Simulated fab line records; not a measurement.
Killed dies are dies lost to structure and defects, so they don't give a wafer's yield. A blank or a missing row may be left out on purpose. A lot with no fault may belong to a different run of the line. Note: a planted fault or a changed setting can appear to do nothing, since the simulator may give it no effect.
A struck lot beside a sound one / flow n5 finfet / 37 out of 1938 route steps
Sound: the wafers L265.4, L265.5, L265.6. Struck: wafers L258.1, L258.2, L258.6. At the end, the cause is stated.
Each step with rows lists, per side, the tool, then ch with its chambers, then its first start. Under that, the readings that differ: sound wafers / struck wafers / difference of the means / sigmas: that difference in standard deviations of wafers without a fault.
alike: words and numbers the same on both sides, and readings whose means are apart by under 2 such deviations; not compared: readings that were withheld, readings missing a value for some wafer, numbers with overlapping values and no deviation given by the record, and bounds like >300 which may hide the same value.
A row with sigmas, a row that says differs or no value, or rows on one side alone: a step with any of these is where the two part. Numbers that have no deviation but don't overlap get no sigmas and don't part them. A reading that every wafer of one side lacks parts them only if that side has two wafers or more.

first, 9 steps without rows for these wafers: N5_BEOL_M2_ANNEAL_95 (time 240 s); N5_BEOL_M2_SPUTTER_96 (material Cu, target thk 4.5 nm, time 8.29 s); N5_BEOL_M2_ECD_50 (material Cu, target thk 300 nm); N5_BEOL_M2_ANNEAL_51 (time 90 s); N5_BEOL_M2_CMP_52 (polishes, stops on SiOC, t overpolish 6.8 s, target thk 40 nm); N5_BEOL_M2_PRE_CLEAN_60 (time 15 s); N5_BEOL_M2_CO_CAP_55 (material Co, precursor CCTBA/H2, target thk 2 nm, time 102.1 s); N5_BEOL_M2_PRE_CLEAN_56 (time 15 s); N5_BEOL_M2_DEP_57 (deposits SiCN from 3MS/NH3, target thk 8 nm, time 14 s).
N5_BEOL_M3_ILD_DEP_00: deposits SiOC from DEMS/O2, target thk 79 nm, time 15.3 s.
  sound on pecvd-01 ch 0,1,2, day 11 15:41; struck on pecvd-01 ch 0,1, day 9 22:10
  no value came back on the struck wafers for any of 6 readings (chamber pressure Torr (Torr), heater power outer w (W) and others); on the sound wafers chamber pressure Torr (Torr) reads 4.985 5.012 5.002
then, 24 steps without rows for these wafers: N5_BEOL_M3_PECVD_72 (deposits SiO2 from TEOS/O2, target thk 16 nm, time 18 s); N5_BEOL_M3_HM_DEP_02 (deposits TiN, target thk 20 nm); N5_BEOL_M3_COAT_61 (time 60 s, resist thk 60 nm); N5_BEOL_M3_COAT_62 (time 60 s, resist thk 12 nm); N5_BEOL_M3_COAT_73 (time 60 s, resist thk 5 nm); N5_BEOL_M3_COAT_05 (resist thk 30 nm); N5_BEOL_M3_EBR_07; N5_BEOL_M3_SOFTBAKE_06 (time 60 s); N5_BEOL_M3_EXPOSE_08 (exposes mask M3); N5_BEOL_M3_PEB_09 (peb time 60 s); N5_BEOL_M3_DEVELOP_10 (develop time 30 s); N5_BEOL_M3_DESCUM_16 (chemistry O2, time 7 s); N5_BEOL_M3_ETCH_74 (etches underlayer in N2/H2, target depth 6.5 nm, time 5.2 s); N5_BEOL_M3_ETCH_63 (etches SiARC in CF4, target depth 15.6 nm, time 26 s); N5_BEOL_M3_ETCH_64 (etches SOC in N2/H2, target depth 75 nm, overetch 15 nm, time 112.5 s); N5_BEOL_M3_STRIP_65 (strips in N2/H2); N5_BEOL_M3_STRIP_75 (strips in N2/H2); N5_BEOL_M3_STRIP_66 (strips in CF4); N5_BEOL_M3_HM_OPEN_17 (chemistry Cl2/BCl3, target TiN, target depth 20 nm, overetch 6 nm); N5_BEOL_M3_STRIP_19 (strips in O2); N5_BEOL_M3_COAT_67 (time 60 s, resist thk 60 nm); N5_BEOL_M3_COAT_68 (time 60 s, resist thk 12 nm); N5_BEOL_M3_COAT_76 (time 60 s, resist thk 5 nm); N5_BEOL_M3_COAT_22 (resist thk 30 nm).
N5_BEOL_M3_OCD_MEAS_38:
  sound on ocd-02 at day 12 02:38; struck on ocd-02 at day 10 06:14
reading=trench depth nm (nm); sound=55.2 55.1 56.2; struck=- - -; difference=no value on the struck wafers; sigmas=
N5_BEOL_M4_RC_MEAS_101:
  the record has rows for the sound wafers here (prober-02 ch 0, day 12 14:25) and none for the struck ones
-- a jump in the record: the struck wafers' starts before and after are 5 days apart (it breaks off in module BEOL_M4 and resumes in module PASSIVATION, where the first step shown is number 1936 of the route) --
N5_PASSIVATION_PROBE_49:
  sound on prober-01 at day 16 22:57; struck on prober-02 at day 15 00:17
reading=defect limited yield (%); sound=92.5 92.0; struck=0 0 0; difference=-92; sigmas=-66
reading=killed_at_M0_to_M3; sound=28 28; struck=1172 1172 1166; difference=+1142; sigmas=+99 or more
reading=killed_at_M4_up; sound=22 13; struck=2 0 2; difference=-16; sigmas=-3
reading=killed at front end; sound=26 37; struck=3 7 7; difference=-26; sigmas=-2
reading=killed dies; sound=89 94; struck=1180 1180 1180; difference=+1088; sigmas=+68
reading=killed on rim; sound=12 4; struck=152 152 152; difference=+144; sigmas=+36
reading=killed open; sound=57 53; struck=6 9 17; difference=-44; sigmas=-3
reading=killed short; sound=31 41; struck=6 4 5; difference=-31; sigmas=-4
reading=sort_bin_5_function (%); sound=4.2 4.7; struck=73.0 70.7 73.5; difference=+68.0; sigmas=+70
reading=sort n pass; sound=1091 1086; struck=0 0 0; difference=-1088; sigmas=-68
reading=sort yield pct (%); sound=92.5 92.0; struck=0 0 0; difference=-92; sigmas=-66
  alike: killed at contacts, killed at other, sort_bin_6_memory

## WHERE THEY PART
Earliest at N5_BEOL_M3_ILD_DEP_00; latest, in this record, at N5_PASSIVATION_PROBE_49.

WHY: the cause the simulator had injected
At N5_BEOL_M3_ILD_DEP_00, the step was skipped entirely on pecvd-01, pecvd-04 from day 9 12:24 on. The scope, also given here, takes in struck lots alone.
